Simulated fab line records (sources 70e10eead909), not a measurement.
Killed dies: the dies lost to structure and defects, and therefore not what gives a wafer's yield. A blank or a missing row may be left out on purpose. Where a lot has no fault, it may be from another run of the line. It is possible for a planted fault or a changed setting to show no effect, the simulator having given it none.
fab line records | flow nand_harc
record lots=7 | wafers=18 | last_day=33
route steps=1302 shown A_CONTACT@1032 END@1302
lots untouched by any fault: they come from a run of this same line in which no faults occurred
start_h: hours from the record's first day to the start of the lot's first wafer shown | wait_h: time in hours since the lot's previous step | " same as the row above | L1.1+2: one row covering several wafers at once | - either no value or no given start | * or withheld: withheld | < > ~ a bound
route shown NAME@n: names a module that has steps shown in the file, with the first one's number in the route | usual: average and standard deviation across the fault-free wafers | same: alike in all rows | chamber/n: place in a boat | sites: readings site by site | _std_site: how widely they spread, as a standard deviation | _edge_site: the outer-site mean with the inner-site mean subtracted | radius_mm: how far each site lies from the wafer's centre | mask NAME#n: copy n | behind: the tool/chamber that last shaped the wafer | hold: cause of the lot's hold/its duration in hours/its outcome | device: which transistor (n, p or np) failed to switch | end of line: at the end of the route, the tests of the same wafers | a step with no rows: only its recipe | killed: not the wafer's yield, but the dies lost to structure and defects at the first sort | map: dies across one wafer; x = killed, . = not, _ = none there
set.NAME: the setting as run; set.NAME@STEP: as run at that earlier step | model.NAME: the simulator's own value behind a step, which no gauge read
lots seen at some steps along the route; tables by step, rows by wafer
services: when a tool's chamber went out of use (start_h, in hours from the record's first day, below 0 if earlier), for how many hours, and the reason
## steps
# step NHARC_A_CONTACT_COAT_62
# recipe temp_c=225 | time_s=65
# step NHARC_A_CONTACT_COAT_63
# recipe spin_rpm=1500 | resist_thk_nm=90
# step NHARC_A_CONTACT_SOFTBAKE_64
# recipe temp_c=105 | time_s=55
# step NHARC_A_CONTACT_EBR_65
# step NHARC_A_CONTACT_EXPOSE_66
# recipe na=1.35 | sigma_outer=0.8 | dose_mj=59.02 | mask_id=A_CC_2
# step NHARC_A_CONTACT_PEB_67
# recipe peb_temp_c=100 | peb_time_s=65
# step NHARC_A_CONTACT_DEVELOP_68
# recipe develop_time_s=35 | dev_temp_c=23
# step NHARC_A_CONTACT_CD_MEAS_69
# recipe target_cd_nm=300 | landing_energy_ev=500
# usual cd_nm=300.1/0.39
lot.wafer | tool      | chamber | start_h | wait_h | cd_nm
L258.3    | cd_sem-03 | 0       | 520.24  | -      | 299.5
L258.5    | "         | 0       | "       | "      | 300.2
L258.6    | "         | 0       | "       | "      | 300.1
L264.2    | cd_sem-01 | 0       | 574.31  | -      | 299.6
L264.5    | "         | 0       | "       | "      | 300.2
L265.4    | cd_sem-01 | 0       | 590.87  | -      | 299.7
L265.5    | "         | 0       | "       | "      | 299.6
L266.1    | cd_sem-02 | 0       | 595.64  | -      | 299.9
L266.5    | "         | 0       | "       | "      | 300.3
L273.2    | cd_sem-03 | 0       | 672.27  | -      | 299.3
L273.4    | "         | 0       | "       | "      | 299.8
L273.5    | "         | 0       | "       | "      | 299.8
L278.4    | cd_sem-02 | 0       | 690.79  | -      | 300.1
L278.5    | "         | 0       | "       | "      | 300.3
L278.6    | "         | 0       | "       | "      | 300.3
L279.1    | cd_sem-01 | 0       | 737.08  | -      | 300.5
L279.3    | "         | 0       | "       | "      | 299.8
L279.4    | "         | 0       | "       | "      | 300.5
# step NHARC_A_CONTACT_OVL_MEAS_70
# usual overlay_x_nm=0.0/0.71 | overlay_y_nm=0.0/0.69
lot.wafer | tool       | chamber | start_h | wait_h | overlay_x_nm | overlay_y_nm
L258.3    | overlay-02 | -       | 520.32  | -      | -0.7         | 0.9
L258.5    | "          | -       | "       | "      | -0.8         | 1.1
L258.6    | "          | -       | "       | "      | -0.7         | 0.8
L264.2    | overlay-02 | -       | 574.40  | -      | 1.1          | 0.8
L264.5    | "          | -       | "       | "      | 0.1          | 0.6
L265.4    | overlay-01 | -       | 590.95  | -      | 0.6          | -1.1
L265.5    | "          | -       | "       | "      | 0.5          | -0.3
L266.1    | overlay-02 | -       | 595.73  | -      | 0.9          | -0.6
L266.5    | "          | -       | "       | "      | 0.6          | -0.9
L273.2    | overlay-02 | -       | 672.36  | -      | -0.1         | 0.8
L273.4    | "          | -       | "       | "      | 0.2          | 0.8
L273.5    | "          | -       | "       | "      | -0.1         | 0.8
L278.4    | overlay-02 | -       | 690.87  | -      | -1.0         | 0.4
L278.5    | "          | -       | "       | "      | -0.3         | -0.1
L278.6    | "          | -       | "       | "      | -0.4         | 0.3
L279.1    | overlay-02 | -       | 737.17  | -      | -0.8         | 0.6
L279.3    | "          | -       | "       | "      | -0.9         | 0.6
L279.4    | "          | -       | "       | "      | -0.7         | 1.2
# step NHARC_A_CONTACT_INSPECT_71
# usual raw_defect_count=83/27
lot.wafer | tool              | chamber | start_h | wait_h | raw_defect_count
L258.3    | defect_inspect-01 | -       | 520.36  | 0.0    | 97
L258.5    | "                 | -       | "       | "      | 99
L258.6    | "                 | -       | "       | "      | 110
L264.2    | defect_inspect-01 | -       | 574.43  | 0.0    | 106
L264.5    | "                 | -       | "       | "      | 125
L265.4    | defect_inspect-01 | -       | 590.99  | 0.0    | 80
L265.5    | "                 | -       | "       | "      | 67
L266.1    | defect_inspect-02 | -       | 595.76  | 0.0    | 89
L266.5    | "                 | -       | "       | "      | 79
L273.2    | defect_inspect-02 | -       | 672.39  | 0.0    | 125
L273.4    | "                 | -       | "       | "      | 110
L273.5    | "                 | -       | "       | "      | 91
L278.4    | defect_inspect-02 | -       | 690.90  | 0.0    | 67
L278.5    | "                 | -       | "       | "      | 70
L278.6    | "                 | -       | "       | "      | 84
L279.1    | defect_inspect-02 | -       | 737.20  | 0.0    | 77
L279.3    | "                 | -       | "       | "      | 102
L279.4    | "                 | -       | "       | "      | 70
# step NHARC_A_CONTACT_DESCUM_74
# recipe time_s=3 | o2_flow_sccm=200 | ar_flow_sccm=0 | bias_power_w=0 | chemistry=O2
# usual drypump_motor_current_A=5.8/0.42 | oes_product_au=1.001/0.0073 | rf_vpp_V=57.8/0.79 | showerhead_plenum_p_Torr=1.93/0.073 | throttle_valve_pct=11.309/0.0084
lot.wafer | tool        | chamber | start_h | wait_h | drypump_motor_current_A | oes_product_au | rf_hours_counter_h | rf_vpp_V | showerhead_plenum_p_Torr | throttle_valve_pct
L258.3    | rie_diel-04 | 1       | 520.44  | 0.1    | 5.7                     | 0.996          | 55                 | 57.1     | 1.96                     | 11.309
L258.5    | "           | 3       | "       | "      | 5.0                     | 1.009          | -                  | 57.6     | 1.86                     | 11.317
L258.6    | "           | 0       | "       | "      | 5.6                     | 1.014          | -                  | 56.7     | 1.97                     | 11.290
L264.2    | rie_diel-11 | 3       | 574.50  | 0.1    | 5.7                     | 0.997          | 44                 | 58.1     | 1.97                     | 11.321
L264.5    | "           | 2       | "       | "      | 5.8                     | 1.003          | -                  | 57.8     | 2.06                     | 11.320
L265.4    | rie_diel-11 | 3       | 591.14  | 0.1    | 5.7                     | 1.005          | 49                 | 57.5     | 1.97                     | 11.314
L265.5    | "           | 2       | "       | "      | 5.8                     | 0.989          | -                  | 58.2     | 2.06                     | 11.310
L266.1    | rie_diel-11 | 3       | 595.87  | 0.1    | 5.7                     | 1.015          | 51                 | 57.3     | 1.97                     | 11.308
L266.5    | "           | 2       | "       | "      | 5.8                     | 1.005          | -                  | 59.2     | 2.06                     | 11.307
L273.2    | rie_diel-03 | 1       | 672.45  | 0.1    | 6.2                     | 0.993          | 3                  | 57.2     | 1.99                     | 11.313
L273.4    | "           | 0       | "       | "      | 5.3                     | 0.992          | 3                  | 58.1     | 1.92                     | 11.300
L273.5    | "           | 2       | "       | "      | 5.9                     | 0.995          | -                  | 58.7     | 1.86                     | 11.318
L278.4    | rie_diel-03 | 3       | 690.99  | 0.1    | 6.5                     | 0.999          | 6                  | 58.2     | 1.97                     | 11.289
L278.5    | "           | 0       | "       | "      | 5.3                     | 0.998          | -                  | 56.6     | 1.92                     | 11.309
L278.6    | "           | 1       | "       | "      | 6.2                     | 1.005          | -                  | 57.7     | 1.99                     | 11.307
L279.1    | rie_diel-11 | 1       | 737.27  | 0.1    | 5.8                     | 1.004          | 38                 | 56.8     | 1.82                     | 11.322
L279.4    | "           | 2       | "       | "      | 5.8                     | 1.002          | 39                 | 58.8     | 2.05                     | 11.301
L279.3    | "           | 0       | "       | "      | 5.3                     | 1.007          | 35                 | 59.9     | 2.06                     | 11.319
# step NHARC_A_CONTACT_ETCH_75
# recipe target_depth_a=390 | over_etch_frac=0.3 | time_s=65 | ion_energy_ev=80 | cf4_flow_sccm=150 | ar_flow_sccm=0 | rf_w=300 | bias_w=100 | chemistry=CF4
# usual cf4_flow_sccm=150.1/0.43 | drypump_motor_current_A=5.8/0.42 | oes_product_au=1.001/0.0072 | rf_vpp_V=151.5/1.3 | run_length_s=86.3/0.49 | showerhead_plenum_p_Torr=1.79/0.061 | throttle_valve_pct=13.284/0.0088
lot.wafer | tool        | chamber | start_h | wait_h | cf4_flow_sccm | drypump_motor_current_A | oes_product_au | rf_hours_counter_h | rf_vpp_V | run_length_s | showerhead_plenum_p_Torr | throttle_valve_pct
L258.3    | rie_diel-04 | 1       | 520.53  | 0.1    | 150.5         | 5.7                     | 1.006          | 55                 | 152.2    | 86.2         | 1.81                     | 13.280
L258.6    | "           | 0       | "       | "      | 150.2         | 5.6                     | 0.998          | -                  | 152.3    | 86.6         | 1.82                     | 13.281
L258.5    | "           | 1       | "       | "      | 149.8         | 5.7                     | 0.996          | -                  | 152.2    | 86.6         | 1.81                     | 13.290
L264.2    | rie_diel-11 | 2       | 574.60  | 0.1    | 149.7         | 5.8                     | 1.005          | 38                 | 152.9    | 87.4         | 1.90                     | 13.293
L264.5    | "           | 2       | "       | "      | 150.3         | 5.8                     | 0.995          | -                  | 153.0    | 87.1         | 1.90                     | 13.290
L265.4    | rie_diel-11 | 2       | 591.20  | 0.1    | 150.3         | 5.8                     | 1.003          | 43                 | 154.1    | 87.5         | 1.90                     | 13.281
L265.5    | "           | 3       | "       | "      | 150.4         | 5.7                     | 1.013          | -                  | 152.2    | 87.0         | 1.82                     | 13.286
L266.1    | rie_diel-11 | 2       | 595.96  | 0.1    | 149.4         | 5.8                     | 0.996          | 44                 | 153.4    | 87.6         | 1.90                     | 13.281
L266.5    | "           | 3       | "       | "      | 149.6         | 5.7                     | 1.011          | -                  | 150.4    | 87.0         | 1.82                     | 13.279
L273.2    | rie_diel-03 | 3       | 672.54  | 0.1    | 150.6         | 6.5                     | 0.992          | 3                  | 150.3    | 85.7         | 1.82                     | 13.279
L273.4    | "           | 0       | "       | "      | 150.6         | 5.3                     | 0.990          | 3                  | 150.2    | 85.9         | 1.78                     | 13.287
L273.5    | "           | 0       | "       | "      | 151.0         | 5.3                     | 1.007          | -                  | 152.9    | 85.5         | 1.78                     | 13.287
L278.4    | rie_diel-03 | 3       | 691.07  | 0.1    | 150.1         | 6.5                     | 1.008          | 6                  | 151.3    | 86.2         | 1.82                     | 13.291
L278.6    | "           | 0       | "       | "      | 150.4         | 5.3                     | 0.997          | -                  | 153.5    | 85.7         | 1.78                     | 13.288
L278.5    | "           | 1       | "       | "      | 149.6         | 6.1                     | 1.007          | -                  | 151.9    | 86.0         | 1.83                     | 13.294
L279.3    | rie_diel-11 | 0       | 737.35  | 0.1    | 149.7         | 5.3                     | 1.001          | 35                 | 152.4    | 86.3         | 1.90                     | 13.277
L279.1    | "           | 2       | "       | "      | 150.6         | 5.8                     | 1.011          | 39                 | 154.0    | 87.3         | 1.88                     | 13.281
L279.4    | "           | 3       | "       | "      | 150.5         | 5.7                     | 1.013          | 41                 | 152.3    | 86.7         | 1.80                     | 13.279
# step NHARC_A_CONTACT_ETCH_76
# recipe target_depth_a=2600 | over_etch_frac=0.3 | time_s=475.3 | ion_energy_ev=200 | n2_flow_sccm=150 | h2_flow_sccm=150 | ar_flow_sccm=0 | rf_w=400 | bias_w=150 | chemistry=N2/H2
# usual drypump_motor_current_A=5.8/0.42 | oes_product_au=1.002/0.0075 | rf_vpp_V=430.9/2.4 | run_length_s=496.6/0.48 | showerhead_plenum_p_Torr=2.06/0.078 | throttle_valve_pct=14.170/0.0088
lot.wafer | tool        | chamber | start_h | wait_h | drypump_motor_current_A | oes_product_au | rf_hours_counter_h | rf_vpp_V | run_length_s | showerhead_plenum_p_Torr | throttle_valve_pct
L258.3    | rie_diel-04 | 1       | 520.72  | -      | 5.7                     | 1.001          | 55                 | 431.4    | 496.9        | 2.09                     | 14.162
L258.6    | "           | 0       | "       | "      | 5.6                     | 1.009          | -                  | 432.3    | 496.2        | 2.10                     | 14.161
L258.5    | "           | 1       | "       | "      | 5.7                     | 1.003          | -                  | 432.6    | 496.7        | 2.09                     | 14.169
L264.2    | rie_diel-11 | 1       | 574.77  | -      | 5.7                     | 1.005          | 44                 | 427.7    | 496.2        | 1.95                     | 14.168
L264.5    | "           | 2       | "       | "      | 5.8                     | 0.995          | -                  | 435.2    | 361.6        | 2.20                     | 14.176
L265.4    | rie_diel-11 | 3       | 591.36  | -      | 5.7                     | 1.016          | 50                 | 432.5    | 497.0        | 2.10                     | 14.186
L265.5    | "           | 1       | "       | "      | 5.8                     | 1.001          | -                  | 429.6    | 359.9        | 1.95                     | 14.162
L266.1    | rie_diel-11 | 2       | 596.16  | -      | 5.8                     | 0.996          | 45                 | 436.3    | 361.6        | 2.20                     | 14.177
L266.5    | "           | 2       | "       | "      | 5.8                     | 1.001          | -                  | 436.1    | 361.1        | 2.20                     | 14.179
L273.2    | rie_diel-03 | 3       | 672.66  | -      | 6.5                     | 0.998          | 4                  | 431.9    | 496.3        | 2.10                     | 14.178
L273.4    | "           | 0       | "       | "      | 5.3                     | 1.004          | 3                  | 429.6    | 495.9        | 2.05                     | 14.174
L273.5    | "           | 3       | "       | "      | 6.5                     | 1.007          | -                  | 432.4    | 496.6        | 2.10                     | 14.165
L278.4    | rie_diel-03 | 2       | 691.17  | -      | 5.9                     | 0.999          | 6                  | 429.3    | 496.6        | 1.98                     | 14.170
L278.6    | "           | 1       | "       | "      | 6.1                     | 1.012          | -                  | 430.4    | 496.1        | 2.12                     | 14.173
L278.5    | "           | 2       | "       | "      | 5.9                     | 1.002          | -                  | 428.9    | 496.8        | 1.98                     | 14.158
L279.1    | rie_diel-11 | 2       | 737.44  | -      | 5.8                     | 1.002          | 39                 | 433.8    | 497.5        | 2.18                     | 14.174
L279.3    | "           | 3       | "       | "      | 5.7                     | 0.999          | 41                 | 431.1    | 497.3        | 2.08                     | 14.170
L279.4    | "           | 0       | "       | "      | 5.3                     | 0.988          | 35                 | 435.0    | 496.7        | 2.21                     | 14.184
# step NHARC_A_CONTACT_ETCH_77
# recipe target_depth_a=1089 | time_s=54.5 | cf4_flow_sccm=100 | chf3_flow_sccm=30 | ar_flow_sccm=0 | rf_w=500 | bias_w=200 | chemistry=CF4/CHF3
# usual cf4_flow_sccm=100.0/0.32 | drypump_motor_current_A=5.8/0.43 | oes_product_au=0.937/0.018 | rf_vpp_V=371.1/2.1 | run_length_s=75.8/0.5 | showerhead_plenum_p_Torr=1.59/0.055 | throttle_valve_pct=16.802/0.0089
lot.wafer | tool        | chamber | start_h | wait_h | cf4_flow_sccm | drypump_motor_current_A | oes_product_au | rf_hours_counter_h | rf_vpp_V | run_length_s | showerhead_plenum_p_Torr | throttle_valve_pct
L258.3    | rie_diel-04 | 0       | -       | -      | 99.7          | 5.6                     | 0.928          | 52                 | 372.7    | 75.3         | 1.62                     | 16.787
L258.6    | "           | 0       | "       | "      | 100.0         | 5.6                     | 0.922          | -                  | 372.4    | 75.4         | 1.62                     | 16.808
L258.5    | "           | 1       | "       | "      | 99.9          | 5.7                     | 0.922          | -                  | 372.5    | 76.0         | 1.61                     | 16.803
L264.2    | rie_diel-11 | 1       | -       | -      | 99.8          | 5.8                     | 0.932          | 45                 | 370.0    | 75.3         | 1.51                     | 16.788
L264.5    | "           | 2       | "       | "      | 99.9          | 5.8                     | 0.961          | -                  | 374.7    | 76.7         | 1.69                     | 16.807
L265.4    | rie_diel-11 | 2       | -       | -      | 100.0         | 5.8                     | 0.934          | 43                 | 373.3    | 77.1         | 1.69                     | 16.812
L265.5    | "           | 3       | "       | "      | 99.5          | 5.7                     | 0.943          | -                  | 371.1    | 76.1         | 1.62                     | 16.798
L266.1    | rie_diel-11 | 3       | -       | -      | 100.2         | 5.7                     | 0.930          | 51                 | 371.0    | 76.5         | 1.62                     | 16.807
L266.5    | "           | 2       | "       | "      | 99.8          | 5.8                     | 0.915          | -                  | 373.2    | 77.0         | 1.69                     | 16.797
L273.2    | rie_diel-03 | 0       | -       | -      | 100.0         | 5.3                     | 0.954          | 3                  | 373.0    | 75.1         | 1.58                     | 16.816
L273.4    | "           | 2       | "       | "      | 99.6          | 5.9                     | 0.958          | 3                  | 369.5    | 76.2         | 1.53                     | 16.801
L273.5    | "           | 3       | "       | "      | 100.6         | 6.5                     | 0.962          | -                  | 371.6    | 75.8         | 1.62                     | 16.805
L278.4    | rie_diel-03 | 2       | -       | -      | 99.4          | 5.9                     | 0.973          | 6                  | 370.7    | 76.0         | 1.53                     | 16.808
L278.5    | "           | 0       | "       | "      | 99.9          | 5.3                     | 0.956          | -                  | 370.9    | 75.5         | 1.58                     | 16.803
L278.6    | "           | 1       | "       | "      | 99.9          | 6.1                     | 0.957          | -                  | 371.3    | 75.7         | 1.63                     | 16.815
L279.3    | rie_diel-11 | 3       | -       | -      | 100.2         | 5.7                     | 0.926          | 41                 | 372.4    | 76.4         | 1.60                     | 16.802
L279.1    | "           | 0       | "       | "      | 99.4          | 5.3                     | 0.924          | 35                 | 375.0    | 76.0         | 1.69                     | 16.792
L279.4    | "           | 0       | "       | "      | 99.6          | 5.3                     | 0.928          | -                  | 375.4    | 75.9         | 1.69                     | 16.791
# step NHARC_END_SORT_01
# recipe temp_c=25
# usual killed_at_array=62/16 | killed_at_other=0.8/1.1 | killed_at_periphery=4/3.2 | killed_dies=67/16 | killed_open=3.5/1.9 | killed_short=2.1/1.5
# same gross_dies=677
lot.wafer | tool      | chamber | start_h | wait_h | killed_at_array | killed_at_other | killed_at_periphery | killed_dies | killed_open | killed_short
L266.1    | prober-01 | 0       | 672.18  | 2.5    | 664             | 1               | 5                   | 670         | 7           | 5
L266.5    | prober-01 | 0       | 675.38  | 3.7    | 648             | 1               | 5                   | 654         | 5           | 3
# killed by level:class
L266.1 A_CONTACT:area_etch=591 A_CHANNEL_HOLE_D1:chamber_film_flake=28 A_CHANNEL_HOLE_D2:chamber_film_flake=25 A_STAIRCASE:chamber_film_flake=3 A_CONTACT:chamber_film_flake=3 A_CHANNEL_FILL_D2:chamber_film_flake=2 A_SLIT:chamber_film_flake=2 P_GATE:geometric_particle:open=1
L266.5 A_CONTACT:area_etch=582 A_CHANNEL_HOLE_D1:chamber_film_flake=31 A_CHANNEL_HOLE_D2:chamber_film_flake=18 A_CONTACT:chamber_film_flake=5 P_BONDPAD:chamber_film_flake=2 A_SLIT:chamber_film_flake=2 A_SOURCE_PLATE:geometric_particle:open=1 A_ONON_D1:geometric_particle:short=1
## services
tool        | chamber | start_h | hours | kind
rie_diel-11 | 2       | 499.34  | 4.3   | repair
rie_diel-11 | 0       | 518.93  | -     | clean
rie_diel-11 | 1       | 518.93  | -     | clean
rie_diel-11 | 2       | 518.93  | -     | clean
rie_diel-11 | 3       | 518.93  | -     | clean
rie_diel-04 | -       | 531.90  | 9.0   | pm
rie_diel-11 | 0       | 543.43  | -     | clean
rie_diel-11 | 1       | 543.43  | -     | clean
rie_diel-11 | 2       | 543.43  | -     | clean
rie_diel-11 | 3       | 543.43  | -     | clean
rie_diel-11 | 0       | 568.45  | -     | clean
rie_diel-11 | 1       | 568.45  | -     | clean
rie_diel-11 | 2       | 568.45  | -     | clean
rie_diel-11 | 3       | 568.45  | -     | clean
rie_diel-03 | 0       | 583.13  | 5.1   | repair
rie_diel-11 | 0       | 592.95  | -     | clean
rie_diel-11 | 1       | 592.95  | -     | clean
rie_diel-11 | 1       | 593.13  | 14.8  | repair
rie_diel-11 | -       | 612.05  | 9.0   | pm
rie_diel-11 | 3       | 632.52  | 1.7   | repair
rie_diel-03 | -       | 635.30  | 9.0   | pm
rie_diel-04 | -       | 708.90  | 9.0   | pm
rie_diel-11 | 2       | 714.40  | 3.5   | repair
rie_diel-03 | 0       | 718.40  | 1.2   | repair
## key
first_sign step=NHARC_A_CONTACT_ETCH_76 | reading=run_length_s | direction=down | sigmas=99+ | usual=* | struck=*
effect step=NHARC_END_SORT_01 | reading=killed_at_array | direction=up | sigmas=36 | usual=62 | struck=656
more_kills_born_at NHARC_A_CONTACT_ETCH_76@rie_diel-11=1173
met_at NHARC_A_CONTACT_ETCH_76
struck_wafers L264.5,L265.5,L266.1,L266.5
later_rows_left_out L264.5,L265.5,L266.1,L266.5
sort_left_out L264.5,L265.5
tester_left_out L264,L265,L266
fault kind=process_parameter_drift | tool=rie_diel-11 | chamber=- | onset_h=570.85 | steps=NHARC_A_CONTACT_ETCH_76 | channel=time_s | offset=* | shape=step | end_h=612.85 | scope=struck_wafers_only | acts_in=* | stated=*
# tester_left_out: of these lots the tester's yield and bins aren't shown, on N5 and GAA mostly nor the transistor test; their killed dies are dies lost to structure and defects alone, not to doping, threshold or leakage, so they don't give the yield
# sort_left_out: the simulated sort isn't trusted on such a fault, so these wafers' sort isn't shown, and their yield isn't known
# later_rows_left_out: the simulator's readings of these wafers behind a module that went badly wrong aren't trusted and aren't shown, but for the sort
